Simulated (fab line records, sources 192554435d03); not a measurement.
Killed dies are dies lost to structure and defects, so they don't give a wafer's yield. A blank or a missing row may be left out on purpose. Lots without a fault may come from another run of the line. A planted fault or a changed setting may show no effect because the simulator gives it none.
Chamber matching | flow n5_finfet | N5_HKMG_FIN_NWFM_ALD_20 on ald_metal-01: 4 sister chambers
The step deposits TiAlC, target thk 2 nm, pulse time 3 s, purge time 2 s. 14 wafers are shown with their chamber, then 7 later ones without.

WAFERS WITH THEIR CHAMBER
wafer  | chamber | heater_power_w (W) | precursor_pulse_height_rel | chamber_pressure_Torr (Torr)
L631.3 | 3       | 458                | 0.986                      | 2.998
L631.4 | 0       | 528                | 0.989                      | 2.996
L631.5 | 0       | 531                | 0.979                      | 2.987
L635.2 | 0       | 526                | 1.008                      | 3.003
L635.4 | 3       | 462                | 1.007                      | 2.989
L635.6 | 1       | 416                | 1.019                      | 2.999
L636.2 | 2       | 471                | 1.002                      | 2.995
L636.5 | 3       | 449                | 1.012                      | 3.001
L636.6 | 0       | 530                | 1.009                      | 2.998
L640.3 | 0       | 526                | 1.010                      | 2.991
L640.5 | 3       | 449                | 1.007                      | 2.996
L640.6 | 0       | 537                | 0.995                      | 3.002
L642.1 | 2       | 469                | 1.014                      | 2.999
L642.3 | 0       | 540                | 1.033                      | 3.006

SIGNATURES (means of the wafers above)
reading                    | chamber 0 | chamber 1 | chamber 2 | chamber 3 | scatter within a chamber
heater_power_w             | 531.14    | 416.00    | 470.00    | 454.50    | 5.55
precursor_pulse_height_rel | 1.00329   | 1.01900   | 1.00800   | 1.00300   | 0.0152
chamber_pressure_Torr      | 2.99757   | 2.99900   | 2.99700   | 2.99600   | 0.00603
Rule: a wafer's distance from a chamber is the root of the sum, over the readings, of the square of ((its reading less the chamber's mean) divided by the reading's scatter). The wafer belongs to the nearest chamber; if the next one is less than 2 further off, it can't be placed. The scatter: the root of (the sum of the squares of (reading less its chamber's mean) over the shown wafers, divided by (wafers less chambers)).

WAFERS WITHOUT THEIR CHAMBER
wafer  | heater_power_w (W) | precursor_pulse_height_rel | chamber_pressure_Torr (Torr)
L642.6 | 528                | 0.991                      | 3.012
L643.1 | 469                | 0.979                      | 2.990
L643.2 | 518                | 0.977                      | 2.986
L643.4 | 459                | 1.022                      | 2.997
L648.4 | 427                | 1.004                      | 3.001
L648.5 | 456                | 1.012                      | 2.987
L648.6 | 532                | 0.989                      | 2.998

WHICH CHAMBER EACH WENT THROUGH
wafer  | from the rows above     | in truth
L642.6 | 0                       | 0
L643.1 | can't be placed: 2 or 3 | 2
L643.2 | 0                       | 0
L643.4 | can't be placed: 3 or 2 | 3
L648.4 | 1                       | 1
L648.5 | can't be placed: 3 or 2 | 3
L648.6 | 0                       | 0
Placed correctly: 4 of 7. Can't be placed from these rows: 3 (the true chamber is among the candidates in 3). Placed wrongly: 0.
